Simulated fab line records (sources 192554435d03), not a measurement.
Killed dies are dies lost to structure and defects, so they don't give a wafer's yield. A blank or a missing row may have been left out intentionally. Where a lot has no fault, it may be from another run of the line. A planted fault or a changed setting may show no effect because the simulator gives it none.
2 desks, one fault -- flow n5 finfet -- each desk has only its own numbers; what lay behind them comes last

FOR THE TOOL OWNER'S DESK: rie diel-03
The tool's own readings at N5_HKMG_FIN_ETCH_55 (etches SOC in N2/H2, target depth 240 nm, time 300 s): means of the sampled wafers that have a number, for each lot that ran on this tool. Marked OUT: a lot whose mean sits more than 4 standard deviations from the usual mean, which makes it out of limits; the brackets give that distance.
Columns: A = chamber pressure mTorr at N5_HKMG_FIN_ETCH_55, usual 29.998 mTorr; B = drypump motor current A at N5_HKMG_FIN_ETCH_55, usual 5.68 A; C = oes product au at N5_HKMG_FIN_ETCH_55, usual 0.77 a.u.; D = rf vpp V at N5_HKMG_FIN_ETCH_55, usual 524.1 V; E = run length s at N5_HKMG_FIN_ETCH_55, usual 323.2 s; F = showerhead plenum p Torr at N5_HKMG_FIN_ETCH_55, usual 2.54 Torr; G = throttle valve pct at N5_HKMG_FIN_ETCH_55, usual 17.91 %
lot,first seen here,A,B,C,D,E,F,G
L217,day 4 10:54,30.005,5.67,0.75,525.1,323.3,2.56,17.73
L220,day 5 07:43,29.974,5.76,0.77,524.0,323.1,2.54,17.80
L229,day 7 09:41,29.998,5.63,0.75,523.4,323.2,2.48,17.79
L232,day 8 05:23,29.983,5.75,0.80,521.0,258.4 (-99 or more) OUT,2.44,17.74
L233,day 8 12:47,30.005,5.77,0.76,523.4,237.0 (-99 or more) OUT,2.49,17.65
This desk finds L232, L233 out of limits, L232 being first, at day 8 05:23 (run length s at N5_HKMG_FIN_ETCH_55). Within limits: L217, L220, L229.

METROLOGY DESK
What the gauges read, lot by lot, whatever tool the lot ran on: means of the sampled wafers that have a number. Marked OUT: a lot whose mean sits more than 4 standard deviations from the usual mean, which makes it out of limits; the brackets give that distance. It has 11 readings; the 7 that lie furthest out on some lot are the ones shown.
Columns: A = DIBL_N at N5_BEOL_M4_RC_MEAS_101, usual 36.1 mV/V; B = DIBL_P at N5_BEOL_M4_RC_MEAS_101, usual 36 mV/V; C = IOFF_N at N5_BEOL_M4_RC_MEAS_101, usual 0.16 nA/um; D = ION_N at N5_BEOL_M4_RC_MEAS_101, usual 674 uA/um; E = SS_N at N5_BEOL_M4_RC_MEAS_101, usual 71.6 mV/dec; F = SS_P at N5_BEOL_M4_RC_MEAS_101, usual 73.2 mV/dec; G = VT_N at N5_BEOL_M4_RC_MEAS_101, usual 249 mV
lot,first seen here,A,B,C,D,E,F,G
L217,day 4 10:46,35.4,33,0.13,668,71.8,72.7,254
L220,day 5 07:25,37.4,38,0.19,678,72.4,74.0,248
L221,day 5 12:32,34.4,34,0.14,668,70.7,72.9,249
L224,day 6 02:56,30.8,30,0.09,652,69.9,71.9,256
L225,day 6 13:08,34.1,34,0.15,671,71.4,72.8,249
L229,day 7 09:32,38.5,36,0.19,690,71.5,73.6,245
L231,day 8 00:31,35.0,34,0.15,662,70.9,73.2,251
L232,day 8 05:15,35.2,37,0.15,677,72.2,73.3,252
L233,day 8 12:38,36.4,36,0.18,676,71.5,72.8,246
This desk found nothing out of limits on any of the 9 lots.

PUT TOGETHER
On L232, L233, at day 8 05:23, an alarm was possible from the tool owner's desk.
Metrology desk: nothing out of limits seen.
The metrology desk holds a record of L232, L233, inside its limits.
Every lot named ran N5_HKMG_FIN_ETCH_55 on rie diel-03.

WHAT WAS PUT IN BY THE SIMULATOR
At N5_HKMG_FIN_ETCH_55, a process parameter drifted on rie diel-03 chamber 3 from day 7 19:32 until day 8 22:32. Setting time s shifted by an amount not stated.
Struck lots among those shown: L232, L233.
Each desk's first reading out of limits, in hours after the fault started: the tool owner's desk, 10.
